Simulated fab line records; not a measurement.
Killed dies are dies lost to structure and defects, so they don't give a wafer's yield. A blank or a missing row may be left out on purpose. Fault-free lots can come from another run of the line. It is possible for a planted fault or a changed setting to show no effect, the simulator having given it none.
Code-filled problem report in 8D (eight disciplines) form || flow n5Finfet || the parts of the form that need people (team, actions taken, sign-off) are left out

1. THE ISSUE
Across 7 wafers from 3 lots, V8_OVL at N5_BEOL_M9_OVL_MEAS_29 averages 12.7 nm, while fault-free wafers read 0.2 nm with a standard deviation of 0.78. That puts it +16 standard deviations away from the usual mean.
The first sign was on wafer L565.2 at day 12 19:54, on overlay-01. The record holds 31 wafers of 11 lots with a number at this step. By rule, "out" or "out of limits" means more than 4 standard deviations away from the usual mean. All remaining wafers that have a number are taken as sound.

2. WHAT IT IS, WHAT IT ISN'T
{"question": "which readings at this step", "is": "V8_OVL", "is not": "-"}
{"question": "which lots", "is": "L564, L565, L566", "is not": "L558, L560, L561, L562, L574, L575, L576, L581"}
{"question": "which wafers of those lots", "is": "all that have a number", "is not": "-"}
{"question": "read on which gauges", "is": "overlay-01, overlay-02", "is not": "-"}
{"question": "when", "is": "from day 12 19:54", "is not": "up to then (12 sound wafers); but 12 sound wafers of L574, L575, L576, L581 came after"}

3. WHAT RULES OUT EACH SUSPECT
Counting: any tool at a process step up to the reading is kept as a suspect provided that every lot that is out went through it and no sound lot did after the first of them.
- ruled out: the gauge at N5_BEOL_M9_OVL_MEAS_29. The wafers that are out were read on 2 gauges (overlay-01, overlay-02).
- rieDiel-02 at N5_BEOL_M9_DESCUM_16 (chemistry O2, time 7.9 s): ruled out as a lasting fault. Following L565 (day 12 16:14), the first lot on it that is out, the sound lots L581 were run on it.
- euvScanner-02 at N5_BEOL_M9_EXPOSE_25 (exposes mask V8): kept. It ran every lot that is out, first L565 (day 12 19:44), and no sound lot after that.
The count leaves euvScanner-02 at N5_BEOL_M9_EXPOSE_25.

4. THE CAUSE (what the simulator had put in)
Scanner matching overlay: euvScanner-02, from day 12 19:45 on, at N5_BEOL_M9_EXPOSE_25. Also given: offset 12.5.
Counting left only this tool.

5. THE CHAIN OF EFFECTS, in route order
Each row: a reading whose mean over the struck wafers that have a number lies more than 3 standard deviations from the usual. Readings are gone through only where the record gives a usual standard deviation; hours: the median, over the lots, of the time from a lot's start at the first step in this table giving one to that lot's start at this step; sigmas: the change measured in usual standard deviations.
{"hours": 0, "step": "N5_BEOL_M9_OVL_MEAS_29", "reading": "V8_OVL", "usual": "0.2 nm", "on struck wafers": 12.7, "change": "+12.5", "sigmas": "+16"}

6. WHAT WOULD HAVE CAUGHT IT SOONER
In this record the first reading out of limits at a measuring or inspecting step was taken at day 12 19:54, 0 hours after the fault began at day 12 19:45.
Lots out: 3; of these, L566 started N5_BEOL_M9_EXPOSE_25 on euvScanner-02 after day 12 19:54. It would have been spared by a hold on the tool at that moment.
